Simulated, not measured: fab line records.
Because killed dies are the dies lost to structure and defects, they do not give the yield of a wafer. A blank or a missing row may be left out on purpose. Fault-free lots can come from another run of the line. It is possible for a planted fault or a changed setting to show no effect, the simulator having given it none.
fab line records	flow n5_finfet
[record] lots = 7	wafers = 39
route steps=1938 shown BEOL_M5@1160 BEOL_M7@1263 BEOL_M11@1587 BEOL_M12@1656
start_h: the number of hours between the record's first day and the start of the first shown wafer of the lot	wait_h: hours from the lot's prior step to this one	" identical to the entry in the row above	L1.1+2: several wafers, shown together as one row	- value missing, or start not given	* or withheld: withheld	< > ~ a bound
route shown NAME@n: names a module that has steps shown in the file, with the first one's number in the route	usual: average and standard deviation across the fault-free wafers	same: alike in all rows	chamber/n: place in a boat	sites: each site's reading	_std_site: the values' standard deviation	_edge_site: the outer-site mean with the inner-site mean subtracted	radius_mm: how far each site lies from the wafer's centre	mask NAME#n: copy n	behind: the most recent tool/chamber to have shaped the wafer	hold: why the lot was held/for how many hours/how that ended	device: the n, p or np transistor that did not switch	end of line: the same wafers' tests at the end of the route	step lacking rows: just its recipe	killed: the dies lost at the first sort to structure and to defects; this is not the yield of the wafer	map: a wafer's dies, x killed, . not, _ none there
set.NAME: the setting that was run; set.NAME@STEP: the one run at that earlier step	model.NAME: the simulator's own value behind a step, which no gauge read
lots whose settings were changed on purpose; a table a step, a row a wafer
[[steps]]
[step N5_BEOL_M5_TRENCH_ETCH_37]
[recipe] chemistry = C4F6/O2	target_depth_a = 716.52	target = SiCOH_lowk	time_s = 24.7	ion_energy_ev = 250	pressure_mtorr = 30	source_w = 345	bias_w = 185	Ar_flow_sccm = 300	C4F6_flow_sccm = 10	O2_flow_sccm = 10
lot.wafer	tool	chamber	start_h	wait_h	set.target_depth_a	model.etch.depth_nm	model.BEOL_M5.feature_depth_nm
L075.1+3	rie_diel-04	1,0	-	-	1143	113.6	113.6
L075.2	"	2	"	"	1143	111.4	111.4
L075.4	"	3	"	"	716.52	70.73	70.8
L075.5	"	0	"	"	716.52	70.64	70.6
L075.6	"	3	"	"	716.52	69.67	69.6
L079.1	rie_diel-04	1	-	-	716.52	71.83	71.8
L079.2	"	0	"	"	716.52	71.51	71.6
L079.3	"	2	"	"	337.5	33.02	33
L079.4	"	0	"	"	337.5	33.56	33.6
L079.5	"	2	"	"	337.5	33.32	33.4
L079.6	"	1	"	"	716.52	71.43	71.4
L080.1	rie_diel-03	3	-	-	716.52	71.24	71.2
L080.3	"	1	"	"	716.52	71.46	71.4
L080.5	"	0	"	"	716.52	71.19	71.2
L085.1	rie_diel-01	3	-	-	716.52	74.31	74.4
L085.2	"	1	"	"	716.52	72.05	72
L085.3	"	0	"	"	863.5	86.22	86.2
L085.4	"	2	"	"	863.5	87.33	87.4
L085.5	"	1	"	"	716.52	71.99	72
L085.6	"	0	"	"	863.5	86.85	86.8
L086.1	rie_diel-01	3	-	-	716.52	75.36	75.4
L086.2	"	2	"	"	530.2	53.76	53.8
L086.3	"	1	"	"	716.52	72.92	73
L086.4	"	0	"	"	716.52	73.23	73.2
L086.5	"	3	"	"	530.2	55.09	55
L086.6	"	0	"	"	530.2	53.65	53.6
L090.1	rie_diel-03	3	-	-	716.52	70.66	70.6
L090.2	"	1	"	"	716.52	70.8	70.8
L090.3	"	0	"	"	716.52	73.81	73.8
L090.4	"	2	"	"	1044	103.5	103.4
L090.5	"	3	"	"	1044	103.2	103.2
L090.6	"	2	"	"	1044	103.1	103
L092.1	rie_diel-03	0	-	-	435.4	45.57	45.6
L092.2	"	3	"	"	435.4	43.62	43.6
L092.3	"	1	"	"	716.52	72.42	72.4
L092.4	"	2	"	"	435.4	43.27	43.2
L092.5	"	0	"	"	716.52	74.64	74.6
L092.6	"	3	"	"	716.52	71.69	71.6
[step N5_BEOL_M5_ETCH_41]
[recipe] chemistry = CH3F/O2	target = SiCN	target_depth_a = 315	taper_deg = 2	time_s = 56.7	ion_energy_ev = 120	mask_material = TiN	pressure_mtorr = 30	source_w = 395	bias_w = 75	Ar_flow_sccm = 150	CH3F_flow_sccm = 30	O2_flow_sccm = 20
[step N5_BEOL_M5_STRIP_91]
[recipe] chemistry = N2/H2	time_s = 10	power_w = 450	temp_c = 40	pressure_mtorr = 20	rf_frequency_hz = 6e+07	bias_power_w = 7	n2_flow_sccm = 200	h2_flow_sccm = 200
[step N5_BEOL_M5_OCD_MEAS_38]
[usual] trench_depth_nm = 72.0/1.2
lot.wafer	tool	chamber	start_h	wait_h	set.target_depth_a@BEOL_M5_TRENCH_ETCH_37	trench_depth_nm
L075.1	ocd-01	-	177.19	-	1143	113.3
L075.2	"	-	"	"	1143	111.9
L075.3	"	-	"	"	1143	113.9
L075.4	"	-	"	"	716.52	71.1
L075.5	"	-	"	"	716.52	70.9
L075.6	"	-	"	"	716.52	69.1
L079.1	ocd-02	-	201.02	-	716.52	71.5
L079.2	"	-	"	"	716.52	71.5
L079.3	"	-	"	"	337.5	33.2
L079.4	"	-	"	"	337.5	33.9
L079.5	"	-	"	"	337.5	33.1
L079.6	"	-	"	"	716.52	71.9
L080.1	ocd-02	-	211.66	-	716.52	70.8
L080.3	"	-	"	"	716.52	71.2
L080.5	"	-	"	"	716.52	71.0
L085.1	ocd-01	-	236.04	-	716.52	74.1
L085.2	"	-	"	"	716.52	71.5
L085.3	"	-	"	"	863.5	86.2
L085.4	"	-	"	"	863.5	87.5
L085.5	"	-	"	"	716.52	72.6
L085.6	"	-	"	"	863.5	87.0
L086.1	ocd-01	-	237.15	-	716.52	75.1
L086.2	"	-	"	"	530.2	53.4
L086.3	"	-	"	"	716.52	73.5
L086.4	"	-	"	"	716.52	73.5
L086.5	"	-	"	"	530.2	54.7
L086.6	"	-	"	"	530.2	53.7
L090.1	ocd-02	-	269.70	-	716.52	70.7
L090.2	"	-	"	"	716.52	70.7
L090.3	"	-	"	"	716.52	74.0
L090.4	"	-	"	"	1044	103.4
L090.5	"	-	"	"	1044	103.4
L090.6	"	-	"	"	1044	103.0
L092.1	ocd-01	-	275.54	-	435.4	45.7
L092.2	"	-	"	"	435.4	43.5
L092.3	"	-	"	"	716.52	72.4
L092.4	"	-	"	"	435.4	43.1
L092.5	"	-	"	"	716.52	74.6
L092.6	"	-	"	"	716.52	71.6
[step N5_BEOL_M5_HM_STRIP_39]
[recipe] chemistry = peroxide_tin_strip	material = TiN	target_depth_a = 250	temp_c = 50	time_s = 158
[step N5_BEOL_M5_SRD_40]
[recipe] time_s = 30	temp_c = 23	rinse_liquid = diw	dry = ipa_marangoni
[step N5_BEOL_M5_ECD_50]
[recipe] material = Cu	target_thk_a = 3000
[step N5_BEOL_M5_ANNEAL_51]
[recipe] temp_c = 225	time_s = 90	ambient = N2
[step N5_BEOL_M5_CMP_52]
[recipe] stop_on = SiCOH_lowk	t_overpolish_s = 6.9	down_force_psi = 1	platen_rpm = 50	clearing_platen_down_force_psi = 1.5	clearing_platen_rpm = 50	post_cmp_clean = cu_alkaline	target_thk_nm = 62	clearing_platen_pad_velocity_m_s = 0.99484	pad_velocity_m_s = 0.99484
lot.wafer	tool	chamber	start_h	wait_h	set.target_depth_a@BEOL_M5_TRENCH_ETCH_37	model.Cu_of_BEOL_M5_ECD_50.thk_nm
L075.3	cmp-03	3	184.19	0.2	1143	104
L075.4	"	0	"	"	716.52	60.2
L075.2	"	1	"	"	1143	101
L075.1	"	2	"	"	1143	103
L075.5	"	3	"	"	716.52	61.2
L075.6	"	0	"	"	716.52	59.8
L079.4	cmp-03	2	207.65	0.1	337.5	24.4
L079.3	"	3	"	"	337.5	25.6
L079.1	"	0	"	"	716.52	63
L079.2	"	1	"	"	716.52	61.8
L079.6	"	2	"	"	716.52	62
L079.5	"	3	"	"	337.5	25.4
L080.1	cmp-03	0	217.97	0.3	716.52	61.6
L080.3+5	"	2,3	"	"	716.52	61.8
L085.3	cmp-04	2	242.30	0.2	863.5	76.6
L085.1	"	3	"	"	716.52	64.8
L085.4	"	0	"	"	863.5	76
L085.2+5	"	1,2	"	"	716.52	61.4
L085.6	"	3	"	"	863.5	78.2
L086.1	cmp-02	1	248.07	0.3	716.52	64.2
L086.4	"	2	"	"	716.52	62.6
L086.3	"	3	"	"	716.52	61
L086.2+6	"	0,2	"	"	530.2	42.6
L086.5	"	1	"	"	530.2	44.2
L090.3	cmp-04	3	276.92	0.2	716.52	64.8
L090.4	"	0	"	"	1044	92.8
L090.1	"	1	"	"	716.52	61.2
L090.2	"	2	"	"	716.52	61.8
L090.5	"	3	"	"	1044	94.4
L090.6	"	0	"	"	1044	93.6
L092.1	cmp-04	3	281.80	0.3	435.4	36.8
L092.2	"	0	"	"	435.4	35.4
L092.3	"	1	"	"	716.52	64.2
L092.4	"	2	"	"	435.4	36.6
L092.5	"	3	"	"	716.52	67
L092.6	"	0	"	"	716.52	62.2
[step N5_BEOL_M5_THK_MEAS_53]
[recipe] thk_meas_gauge = xrf	reads = Cu_of_BEOL_M5_ECD_50
[usual] M5_THK = 62.2/1.5
lot.wafer	tool	chamber	start_h	wait_h	set.target_depth_a@BEOL_M5_TRENCH_ETCH_37	M5_THK[nm]
L075.1	film_metro-01	-	184.49	-	1143	104.1
L075.2	"	-	"	"	1143	102.0
L075.3	"	-	"	"	1143	104.8
L075.4	"	-	"	"	716.52	60.8
L075.5	"	-	"	"	716.52	61.5
L075.6	"	-	"	"	716.52	60.2
L079.1	film_metro-01	-	207.94	-	716.52	63.6
L079.2	"	-	"	"	716.52	62.0
L079.3	"	-	"	"	337.5	25.7
L079.4	"	-	"	"	337.5	24.5
L079.5	"	-	"	"	337.5	25.6
L079.6	"	-	"	"	716.52	62.3
L080.1	film_metro-02	-	218.24	0.2	716.52	61.7
L080.3	"	-	"	"	716.52	61.8
L080.5	"	-	"	"	716.52	62.2
L085.1	film_metro-01	-	242.59	-	716.52	64.3
L085.2	"	-	"	"	716.52	61.2
L085.3	"	-	"	"	863.5	76.3
L085.4	"	-	"	"	863.5	75.6
L085.5	"	-	"	"	716.52	61.3
L085.6	"	-	"	"	863.5	77.8
L086.1	film_metro-01	-	248.37	-	716.52	64.3
L086.2	"	-	"	"	530.2	42.4
L086.3	"	-	"	"	716.52	61.1
L086.4	"	-	"	"	716.52	62.9
L086.5	"	-	"	"	530.2	44.1
L086.6	"	-	"	"	530.2	42.6
L090.1	film_metro-02	-	277.21	-	716.52	61.1
L090.2	"	-	"	"	716.52	62.2
L090.3	"	-	"	"	716.52	65.4
L090.4	"	-	"	"	1044	93.4
L090.5	"	-	"	"	1044	94.9
L090.6	"	-	"	"	1044	94.0
L092.1	film_metro-02	-	282.10	-	435.4	37.3
L092.2	"	-	"	"	435.4	36.1
L092.3	"	-	"	"	716.52	65.3
L092.4	"	-	"	"	435.4	37.1
L092.5	"	-	"	"	716.52	67.9
L092.6	"	-	"	"	716.52	63.0
[step N5_BEOL_M5_PRE_CLEAN_77]
[recipe] gas = NH3/H2	time_s = 15	temp_c = *	rf_power_w = 300
[step N5_BEOL_M5_CO_CAP_78]
[recipe] material = Co	target_thk_a = 20	temp_c = 200	precursor = CCTBA/H2	pressure_torr = 30	time_s = 102.1
[step N5_BEOL_M5_PRE_CLEAN_55]
[recipe] gas = NH3	time_s = 15	temp_c = withheld	rf_power_w = 300
[step N5_BEOL_M5_DEP_56]
[recipe] material = SiCN	target_thk_a = 80	temp_c = withheld	precursor = 3MS/NH3	pressure_torr = 3	rf_w = 202	time_s = 14
[step N5_BEOL_M5_RS_MEAS_57]
[recipe] thk_meas_gauge = four-point-probe	reads = Co_of_BEOL_M5_CO_CAP_78+Cu_of_BEOL_M5_ECD_50+Co_of_BEOL_M5_CVD_47+TaN_of_BEOL_M5_ALD_86
[usual] M5_RS = 0.386/0.01
lot.wafer	tool	chamber	start_h	wait_h	set.target_depth_a@BEOL_M5_TRENCH_ETCH_37	M5_RS[ohm/sq]
L075.1	film_metro-02	-	184.75	0.0	1143	0.213
L075.2	"	-	"	"	1143	0.218
L075.3	"	-	"	"	1143	0.211
L075.4	"	-	"	"	716.52	0.401
L075.5	"	-	"	"	716.52	0.393
L075.6	"	-	"	"	716.52	0.405
L079.1	film_metro-01	-	208.21	0.0	716.52	0.379
L079.2	"	-	"	"	716.52	0.389
L079.3	"	-	"	"	337.5	1.212
L079.4	"	-	"	"	337.5	1.286
L079.5	"	-	"	"	337.5	1.221
L079.6	"	-	"	"	716.52	0.387
L080.1	film_metro-02	-	218.50	0.0	716.52	0.390
L080.3	"	-	"	"	716.52	0.388
L080.5	"	-	"	"	716.52	0.389
L085.1	film_metro-01	-	242.85	0.0	716.52	0.367
L085.2	"	-	"	"	716.52	0.392
L085.3	"	-	"	"	863.5	0.301
L085.4	"	-	"	"	863.5	0.303
L085.5	"	-	"	"	716.52	0.391
L085.6	"	-	"	"	863.5	0.293
L086.1	film_metro-01	-	248.63	0.0	716.52	0.370
L086.2	"	-	"	"	530.2	0.618
L086.3	"	-	"	"	716.52	0.394
L086.4	"	-	"	"	716.52	0.383
L086.5	"	-	"	"	530.2	0.590
L086.6	"	-	"	"	530.2	0.616
L090.1	film_metro-01	-	277.47	0.0	716.52	0.394
L090.2	"	-	"	"	716.52	0.389
L090.3	"	-	"	"	716.52	0.367
L090.4	"	-	"	"	1044	0.240
L090.5	"	-	"	"	1044	0.236
L090.6	"	-	"	"	1044	0.238
L092.1	film_metro-02	-	282.49	0.0	435.4	0.746
L092.2	"	-	"	"	435.4	0.783
L092.3	"	-	"	"	716.52	0.371
L092.4	"	-	"	"	435.4	0.750
L092.5	"	-	"	"	716.52	0.352
L092.6	"	-	"	"	716.52	0.384
[step N5_BEOL_M7_ILD_DEP_00]
[recipe] material = SiCOH_lowk	target_thk_a = 1797.5	temp_c = 300	precursor = DEMS/porogen	pressure_torr = 5	rf_w = 500	time_s = 33.4
lot.wafer	tool	chamber	start_h	wait_h	set.target_thk_a	model.SiCOH_lowk_of_BEOL_M7_ILD_DEP_00.thk_nm
L075.1	pecvd-04	1	192.09	0.0	1797.5	176
L075.2	"	0	"	"	996.8	95.8
L075.3	"	2	"	"	996.8	97.2
L075.4	"	0	"	"	1797.5	179.6
L075.5	"	1	"	"	996.8	99
L075.6	"	2	"	"	1797.5	178.8
L079.1	pecvd-01	1	213.43	0.0	2205	216.4
L079.2	"	0	"	"	2205	219.2
L079.3	"	0	"	"	2205	223.4
L079.4	"	1	"	"	1797.5	180.8
L079.5	"	1	"	"	1797.5	181.4
L079.6	"	0	"	"	1797.5	182.2
L080.1	pecvd-04	0	225.95	0.0	1797.5	180.6
L080.3	"	2	"	"	1797.5	179
L080.5	"	1	"	"	1797.5	179.4
L085.1	pecvd-01	1	250.59	0.0	1797.5	176.2
L085.2	"	2	"	"	1074	108
L085.3	"	0	"	"	1074	107
L085.4	"	2	"	"	1074	106.8
L085.5	"	0	"	"	1797.5	183.2
L085.6	"	1	"	"	1797.5	180.6
L086.1	pecvd-04	1	255.65	0.0	1797.5	180
L086.2	"	2	"	"	1797.5	176.4
L086.3	"	0	"	"	1797.5	178
L086.4	"	0	"	"	848.9	86.6
L086.5	"	2	"	"	848.9	85.2
L086.6	"	1	"	"	848.9	86.4
L090.1	pecvd-04	1	287.58	0.0	1797.5	180
L090.2	"	0	"	"	1797.5	178.8
L090.3	"	2	"	"	752.1	74.2
L090.4	"	0	"	"	752.1	76.8
L090.5	"	1	"	"	752.1	74.8
L090.6	"	2	"	"	1797.5	180.8
L092.1	pecvd-04	0	290.39	0.0	1797.5	177
L092.2	"	1	"	"	1797.5	175
L092.3	"	2	"	"	1797.5	176.4
L092.4	"	1	"	"	2309	233
L092.5	"	2	"	"	2309	229.6
L092.6	"	0	"	"	2309	230.4
[step N5_BEOL_M7_CURE_74]
[recipe] temp_c = 385	time_s = 240	ambient = He/Ar	material = SiCOH_lowk
lot.wafer	tool	chamber	start_h	wait_h	set.target_thk_a@BEOL_M7_ILD_DEP_00	model.SiCOH_lowk_of_BEOL_M7_ILD_DEP_00.thk_nm
L075.1	uv_cure-02	2	192.17	0.1	1797.5	151.8
L075.2	"	2	"	"	996.8	82.2
L075.3	"	2	"	"	996.8	83.4
L075.4	"	2	"	"	1797.5	154.8
L075.5	"	2	"	"	996.8	85
L075.6	"	2	"	"	1797.5	154.2
L079.1	uv_cure-02	2	213.52	0.1	2205	187
L079.2	"	2	"	"	2205	189.6
L079.3	"	2	"	"	2205	193.2
L079.4	"	2	"	"	1797.5	156
L079.5	"	2	"	"	1797.5	156.4
L079.6	"	2	"	"	1797.5	157.2
L080.1	uv_cure-03	0	226.01	0.0	1797.5	155.8
L080.3	"	0	"	"	1797.5	154.4
L080.5	"	0	"	"	1797.5	154.6
L085.1	uv_cure-03	1	250.65	0.0	1797.5	151.8
L085.2	"	1	"	"	1074	92.8
L085.3	"	1	"	"	1074	92
L085.4	"	1	"	"	1074	91.8
L085.5	"	1	"	"	1797.5	158
L085.6	"	1	"	"	1797.5	155.8
L086.1	uv_cure-02	2	255.72	0.0	1797.5	155.2
L086.2	"	2	"	"	1797.5	152
L086.3	"	2	"	"	1797.5	153.4
L086.4	"	2	"	"	848.9	74.2
L086.5	"	2	"	"	848.9	73.2
L086.6	"	2	"	"	848.9	74
L090.1	uv_cure-02	0	287.64	0.0	1797.5	155.2
L090.2	"	0	"	"	1797.5	154.2
L090.3	"	0	"	"	752.1	63.6
L090.4	"	0	"	"	752.1	65.8
L090.5	"	0	"	"	752.1	64.2
L090.6	"	0	"	"	1797.5	156
L092.1	uv_cure-01	1	290.46	0.0	1797.5	152.6
L092.2	"	1	"	"	1797.5	151
L092.3	"	1	"	"	1797.5	152
L092.4	"	1	"	"	2309	201.6
L092.5	"	1	"	"	2309	198.6
L092.6	"	1	"	"	2309	199.2
[step N5_BEOL_M7_THK_MEAS_01]
[recipe] reads = SiCOH_lowk_of_BEOL_M7_ILD_DEP_00
[usual] M7_ILD_THK = 154.9/2
lot.wafer	tool	chamber	start_h	wait_h	set.target_thk_a@BEOL_M7_ILD_DEP_00	M7_ILD_THK[nm]
L075.1	film_metro-01	-	192.68	0.4	1797.5	151.7
L075.2	"	-	"	"	996.8	82.1
L075.3	"	-	"	"	996.8	83.5
L075.4	"	-	"	"	1797.5	154.9
L075.5	"	-	"	"	996.8	85.0
L075.6	"	-	"	"	1797.5	154.3
L079.1	film_metro-02	-	215.47	1.6	2205	187.1
L079.2	"	-	"	"	2205	189.5
L079.3	"	-	"	"	2205	192.9
L079.4	"	-	"	"	1797.5	155.9
L079.5	"	-	"	"	1797.5	156.5
L079.6	"	-	"	"	1797.5	157.3
L080.1	film_metro-01	-	226.52	0.4	1797.5	155.8
L080.3	"	-	"	"	1797.5	154.4
L080.5	"	-	"	"	1797.5	154.7
L085.1	film_metro-02	-	251.17	0.4	1797.5	151.8
L085.2	"	-	"	"	1074	92.7
L085.3	"	-	"	"	1074	91.9
L085.4	"	-	"	"	1074	91.8
L085.5	"	-	"	"	1797.5	158.0
L085.6	"	-	"	"	1797.5	155.6
L086.1	film_metro-01	-	256.23	0.4	1797.5	155.2
L086.2	"	-	"	"	1797.5	152.0
L086.3	"	-	"	"	1797.5	153.3
L086.4	"	-	"	"	848.9	74.3
L086.5	"	-	"	"	848.9	73.2
L086.6	"	-	"	"	848.9	74.1
L090.1	film_metro-02	-	288.15	0.4	1797.5	155.4
L090.2	"	-	"	"	1797.5	154.1
L090.3	"	-	"	"	752.1	63.6
L090.4	"	-	"	"	752.1	65.8
L090.5	"	-	"	"	752.1	64.2
L090.6	"	-	"	"	1797.5	156.1
L092.1	film_metro-01	-	290.97	0.4	1797.5	152.6
L092.2	"	-	"	"	1797.5	151.0
L092.3	"	-	"	"	1797.5	152.0
L092.4	"	-	"	"	2309	201.7
L092.5	"	-	"	"	2309	198.6
L092.6	"	-	"	"	2309	199.2
[step N5_BEOL_M11_CURE_72]
[recipe] temp_c = 370	time_s = 120	ambient = DMADMS/He	material = SiCOH_lowk
[usual] lamp_power_pct = 52.31/0.055
lot.wafer	tool	chamber	start_h	wait_h	set.time_s	lamp_power_pct
L075.1	uv_cure-01	0	228.68	0.0	163.1	50.43
L075.2	"	0	"	"	120	52.35
L075.3	"	0	"	"	163.1	50.39
L075.4	"	0	"	"	120	52.39
L075.5	"	0	"	"	163.1	50.56
L075.6	"	0	"	"	120	52.27
L079.1	uv_cure-01	0	267.22	0.0	73.96	52.35
L079.2	"	0	"	"	120	52.29
L079.3	"	0	"	"	120	52.25
L079.4	"	0	"	"	120	52.26
L079.5	"	0	"	"	73.96	52.25
L079.6	"	0	"	"	73.96	52.43
L080.1	uv_cure-01	1	267.52	0.3	120	52.37
L080.3	"	1	"	"	120	52.30
L080.5	"	1	"	"	120	52.38
L085.1	uv_cure-02	0	287.29	0.0	95.95	52.22
L085.2	"	0	"	"	120	52.30
L085.3	"	0	"	"	95.95	52.30
L085.4	"	0	"	"	120	52.23
L085.5	"	0	"	"	95.95	52.24
L085.6	"	0	"	"	120	52.39
L086.1	uv_cure-03	0	287.49	0.0	120	52.28
L086.2	"	0	"	"	120	52.37
L086.3	"	0	"	"	120	52.36
L086.4	"	0	"	"	120	52.40
L086.5	"	0	"	"	120	52.31
L086.6	"	0	"	"	120	52.37
L090.1	uv_cure-01	0	318.28	0.0	120	52.24
L090.2	"	0	"	"	95.03	52.30
L090.3	"	0	"	"	95.03	52.34
L090.4	"	0	"	"	120	52.36
L090.5	"	0	"	"	120	52.28
L090.6	"	0	"	"	95.03	52.30
L092.1	uv_cure-03	1	334.27	0.0	120	52.25
L092.2	"	1	"	"	120	52.29
L092.3	"	1	"	"	171.4	50.03
L092.4	"	1	"	"	171.4	50.07
L092.5	"	1	"	"	120	52.34
L092.6	"	1	"	"	171.4	50.03
[step N5_BEOL_M12_DEP_53]
[recipe] material = SiCN	target_thk_a = 300	temp_c = withheld	precursor = 3MS/NH3	pressure_torr = 3	rf_w = 675	time_s = 10.5
lot.wafer	tool	chamber	start_h	wait_h	set.target_thk_a	model.SiCN_of_BEOL_M12_DEP_53.thk_nm
L075.1	pecvd-01	2	236.89	0.0	300	30
L075.2	"	1	"	"	300	29.6
L075.3	"	0	"	"	196.2	19.6
L075.4	"	1	"	"	196.2	20.2
L075.5	"	0	"	"	196.2	20
L075.6	"	2	"	"	300	30.4
L079.1	pecvd-01	2	276.70	0.0	245.9	24.2
L079.2	"	0	"	"	245.9	24
L079.3+6	"	0,2	"	"	300	29.8
L079.4	"	2	"	"	300	30
L079.5	"	0	"	"	245.9	24.4
L080.1	pecvd-01	2	277.68	0.0	300	29.2
L080.3	"	0	"	"	300	29.4
L080.5	"	0	"	"	300	30.2
L085.1	pecvd-01	2	297.14	0.0	300	30.2
L085.2	"	1	"	"	195.5	19.6
L085.3	"	0	"	"	195.5	20
L085.4+5	"	1,0	"	"	300	30.6
L085.6	"	2	"	"	195.5	20.4
L086.1	pecvd-01	1	300.73	0.0	300	29.8
L086.2+6	"	2	"	"	300	30
L086.3+4	"	0	"	"	185.5	18.6
L086.5	"	1	"	"	185.5	18.8
L090.1	pecvd-02	0	328.00	0.0	300	29.4
L090.2+3	"	2,1	"	"	465.7	46
L090.4	"	0	"	"	465.7	46.6
L090.5	"	1	"	"	300	29.8
L090.6	"	2	"	"	300	30
L092.1	pecvd-01	1	342.41	0.0	300	29.6
L092.2	"	0	"	"	171.4	16.8
L092.3	"	2	"	"	300	30
L092.4	"	0	"	"	171.4	17.4
L092.5	"	2	"	"	300	30.6
L092.6	"	1	"	"	171.4	17
[[key]]
[split] step = N5_BEOL_M5_TRENCH_ETCH_37	setting = target_depth_a	stated = 716.52	by = wafer
[response] step = N5_BEOL_M5_TRENCH_ETCH_37	reading = model.etch.depth_nm	change = +0.716	per = 1%	r = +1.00
[response] step = N5_BEOL_M5_TRENCH_ETCH_37	reading = model.BEOL_M5.feature_depth_nm	change = +0.716	per = 1%	r = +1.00
[response] step = N5_BEOL_M5_OCD_MEAS_38	reading = trench_depth_nm	change = +0.718	per = 1%	r = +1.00
[response] step = N5_BEOL_M5_CMP_52	reading = model.Cu_of_BEOL_M5_ECD_50.thk_nm	change = +0.705	per = 1%	r = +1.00
[response] step = N5_BEOL_M5_THK_MEAS_53	reading = M5_THK	change = +0.712	per = 1%	r = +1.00
[response] step = N5_BEOL_M5_RS_MEAS_57	reading = M5_RS	shape = bent	at_lowest = 1.240	at_stated = 0.385	at_highest = 0.214
[split] step = N5_BEOL_M7_ILD_DEP_00	setting = target_thk_a	stated = 1797.5	by = wafer
[response] step = N5_BEOL_M7_ILD_DEP_00	reading = model.SiCOH_lowk_of_BEOL_M7_ILD_DEP_00.thk_nm	change = +1.79	per = 1%	r = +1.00
[response] step = N5_BEOL_M7_CURE_74	reading = model.SiCOH_lowk_of_BEOL_M7_ILD_DEP_00.thk_nm	change = +1.56	per = 1%	r = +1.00
[response] step = N5_BEOL_M7_THK_MEAS_01	reading = M7_ILD_THK	change = +1.56	per = 1%	r = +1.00
[split] step = N5_BEOL_M11_CURE_72	setting = time_s	stated = 120	by = wafer
[response] step = N5_BEOL_M11_CURE_72	reading = lamp_power_pct	shape = bent	at_lowest = *	at_stated = *	at_highest = *
[split] step = N5_BEOL_M12_DEP_53	setting = target_thk_a	stated = 300	by = wafer
[response] step = N5_BEOL_M12_DEP_53	reading = model.SiCN_of_BEOL_M12_DEP_53.thk_nm	change = +0.299	per = 1%	r = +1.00
